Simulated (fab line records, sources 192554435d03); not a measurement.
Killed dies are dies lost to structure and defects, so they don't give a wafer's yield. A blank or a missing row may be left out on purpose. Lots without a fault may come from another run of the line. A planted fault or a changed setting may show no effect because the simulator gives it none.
Split-lot experiment | flow n5_finfet | 7 lots, 39 wafers read, on a route of 1938 steps

THE SPLIT
At N5_DUMMY_GATE_ETCH_37 (etches SOC in N2/H2, target depth 60 nm, overetch 30 nm), the setting source_w was moved away from the recipe's 840 W on 12 of the 39 wafers read, by -7.9% to +8.8%. The other wafers ran this setting at the recipe's value.

The reading is taken at the split's own step.

THE READING
rf_vpp_V, in V, at N5_DUMMY_GATE_ETCH_37 (etches SOC in N2/H2, target depth 60 nm, overetch 30 nm). Fault-free wafers of this fab line usually give 522.7 V, standard deviation 1.6 V.

wafer  | tool, chamber at the split | source_w as run, W | against the recipe | rf_vpp_V, V | against lot-mates on the recipe
L074.1 | rie_diel-01, 1             | 840                | recipe             | 522.4       | -
L074.2 | rie_diel-01, 2             | 840                | recipe             | 523.0       | -
L074.3 | rie_diel-01, 3             | 840                | recipe             | 523.7       | -
L074.4 | rie_diel-01, 0             | 840                | recipe             | 522.7       | -
L074.5 | rie_diel-01, 1             | 840                | recipe             | 523.6       | -
L074.6 | rie_diel-01, 2             | 840                | recipe             | 523.6       | -
L075.1 | rie_diel-06, 0             | 840                | recipe             | 522.1       | -
L075.2 | rie_diel-06, 3             | 913.9              | +8.8%              | 509.4       | -11.8
L075.3 | rie_diel-06, 2             | 913.9              | +8.8%              | 510.0       | -11.2
L075.4 | rie_diel-06, 1             | 840                | recipe             | 520.1       | -
L075.5 | rie_diel-06, 1             | 840                | recipe             | 521.5       | -
L075.6 | rie_diel-06, 2             | 913.9              | +8.8%              | 508.7       | -12.5
L078.2 | rie_diel-06, 3             | 840                | recipe             | 520.6       | -
L078.5 | rie_diel-06, 0             | 840                | recipe             | 521.7       | -
L078.6 | rie_diel-06, 1             | 840                | recipe             | 521.2       | -
L082.1 | rie_diel-01, 2             | 781                | -7.0%              | 536.2       | +13.1
L082.2 | rie_diel-01, 0             | 781                | -7.0%              | 536.7       | +13.6
L082.3 | rie_diel-01, 1             | 840                | recipe             | 523.5       | -
L082.4 | rie_diel-01, 3             | 781                | -7.0%              | 537.8       | +14.7
L082.5 | rie_diel-01, 2             | 840                | recipe             | 523.3       | -
L082.6 | rie_diel-01, 1             | 840                | recipe             | 522.6       | -
L086.1 | rie_diel-01, 3             | 840                | recipe             | 524.1       | -
L086.2 | rie_diel-01, 1             | 914.2              | +8.8%              | 508.0       | -15.1
L086.3 | rie_diel-01, 2             | 914.2              | +8.8%              | 507.7       | -15.4
L086.4 | rie_diel-01, 3             | 914.2              | +8.8%              | 510.4       | -12.7
L086.5 | rie_diel-01, 2             | 840                | recipe             | 523.0       | -
L086.6 | rie_diel-01, 1             | 840                | recipe             | 522.2       | -
L087.1 | rie_diel-06, 3             | 840                | recipe             | 521.8       | -
L087.2 | rie_diel-06, 0             | 773.8              | -7.9%              | 538.0       | +16.8
L087.3 | rie_diel-06, 2             | 773.8              | -7.9%              | 539.1       | +17.9
L087.4 | rie_diel-06, 1             | 840                | recipe             | 521.8       | -
L087.5 | rie_diel-06, 0             | 773.8              | -7.9%              | 537.0       | +15.8
L087.6 | rie_diel-06, 1             | 840                | recipe             | 520.0       | -
L096.1 | rie_diel-03, 3             | 840                | recipe             | 518.2       | -
L096.2 | rie_diel-03, 0             | 840                | recipe             | 526.4       | -
L096.3 | rie_diel-03, 1             | 840                | recipe             | 522.0       | -
L096.4 | rie_diel-03, 2             | 840                | recipe             | 523.3       | -
L096.5 | rie_diel-03, 1             | 840                | recipe             | 521.4       | -
L096.6 | rie_diel-03, 0             | 840                | recipe             | 524.0       | -

THE FIT
A straight line over all 39 wafers: rf_vpp_V changes by -1.73 V for each +1% of source_w; r = -0.98; the points scatter about the line by 1.7 V.
The same after taking each lot's own level away (the mean of its wafers on the recipe; 39 wafers): -1.73 V for each +1%; r = -0.98; scatter 1.7 V.
On that fit, the largest move of source_w shifts the reading by 15 V.
The lots' own levels span 521.17 to 523.17 V, that is 1.2 times the standard deviation above.
So the lot-to-lot level changes the slope little: the two slopes agree.
Check: with one of the wafers moved furthest among these (+8.8%) left out of the fit, the line predicts -14.6 V for it against its lot-mates. It came out at -15.1 V against them.
Tool readings at the split's step, against how far the setting was moved: rf_vpp_V r = -0.98.

OTHER SPLITS ON THESE WAFERS
These wafers also went through other splits before the reading. Each is held against what the fit with the lots' levels taken away leaves over:
other split on the same wafers | wafers away from the commonest value | r with rf_vpp_V (lot level and that fit taken away)
N5_WELL_APT_EXPOSE_22 dose_mj  | 18                                   | +0.14

THE FILE'S OWN FIT
rf_vpp_V changes by -1.72 V for each +1% of source_w, r = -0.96.
